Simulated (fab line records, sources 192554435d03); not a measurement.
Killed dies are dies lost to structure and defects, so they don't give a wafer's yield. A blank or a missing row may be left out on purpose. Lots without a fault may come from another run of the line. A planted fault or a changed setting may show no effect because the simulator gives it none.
Chamber matching | flow n5_finfet | N5_FIN_SAQP_MANDREL1_REMOVE_56 on rie_si-02: 4 sister chambers
The step chemistry HBr/Cl2/O2, target a-Si, stops on SiNx, bt time 10 s. 18 wafers are shown with their chamber, then 9 later ones without.

WAFERS WITH THEIR CHAMBER
wafer  | chamber | drypump_motor_current_A (A) | oes_product_au (a.u.)
L074.2 | 3       | 5.4                         | 0.980
L074.4 | 0       | 5.6                         | 0.998
L074.6 | 0       | 5.6                         | 1.013
L075.2 | 1       | 5.4                         | 1.005
L075.5 | 2       | 4.7                         | 1.018
L075.6 | 1       | 5.4                         | 1.004
L076.2 | 1       | 5.4                         | 0.995
L076.3 | 0       | 5.6                         | 1.007
L076.4 | 2       | 4.7                         | 1.022
L079.2 | 0       | 5.6                         | 1.014
L079.3 | 1       | 5.4                         | 1.013
L079.4 | 2       | 4.7                         | 1.029
L081.3 | 0       | 5.6                         | 1.005
L081.5 | 1       | 5.4                         | 1.000
L081.6 | 2       | 4.7                         | 1.019
L082.1 | 3       | 5.5                         | 0.982
L082.3 | 0       | 5.6                         | 1.002
L082.5 | 1       | 5.4                         | 0.997

SIGNATURES (means of the wafers above)
reading                 | chamber 0 | chamber 1 | chamber 2 | chamber 3 | scatter within a chamber
drypump_motor_current_A | 5.600     | 5.400     | 4.700     | 5.450     | 0.0189
oes_product_au          | 1.00650   | 1.00233   | 1.02200   | 0.98100   | 0.00586
Rule: a wafer's distance from a chamber is the root of the sum, over the readings, of the square of ((its reading less the chamber's mean) divided by the reading's scatter). The wafer belongs to the nearest chamber; if the next one is less than 2 further off, it can't be placed. The scatter: the root of (the sum of the squares of (reading less its chamber's mean) over the shown wafers, divided by (wafers less chambers)).

WAFERS WITHOUT THEIR CHAMBER
wafer  | drypump_motor_current_A (A) | oes_product_au (a.u.)
L086.1 | 5.4                         | 0.981
L086.5 | 5.4                         | 0.987
L086.6 | 5.6                         | 0.999
L094.1 | 5.6                         | 1.003
L094.4 | 5.4                         | 1.004
L094.5 | 5.4                         | 0.983
L095.3 | 5.4                         | 0.981
L095.5 | 5.4                         | 1.000
L095.6 | 5.6                         | 1.003

WHICH CHAMBER EACH WENT THROUGH
wafer  | from the rows above     | in truth
L086.1 | can't be placed: 3 or 1 | 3
L086.5 | can't be placed: 1 or 3 | 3
L086.6 | 0                       | 0
L094.1 | 0                       | 0
L094.4 | 1                       | 1
L094.5 | can't be placed: 3 or 1 | 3
L095.3 | can't be placed: 3 or 1 | 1
L095.5 | 1                       | 1
L095.6 | 0                       | 0
Placed correctly: 5 of 9. Can't be placed from these rows: 4 (the true chamber is among the candidates in 4). Placed wrongly: 0.
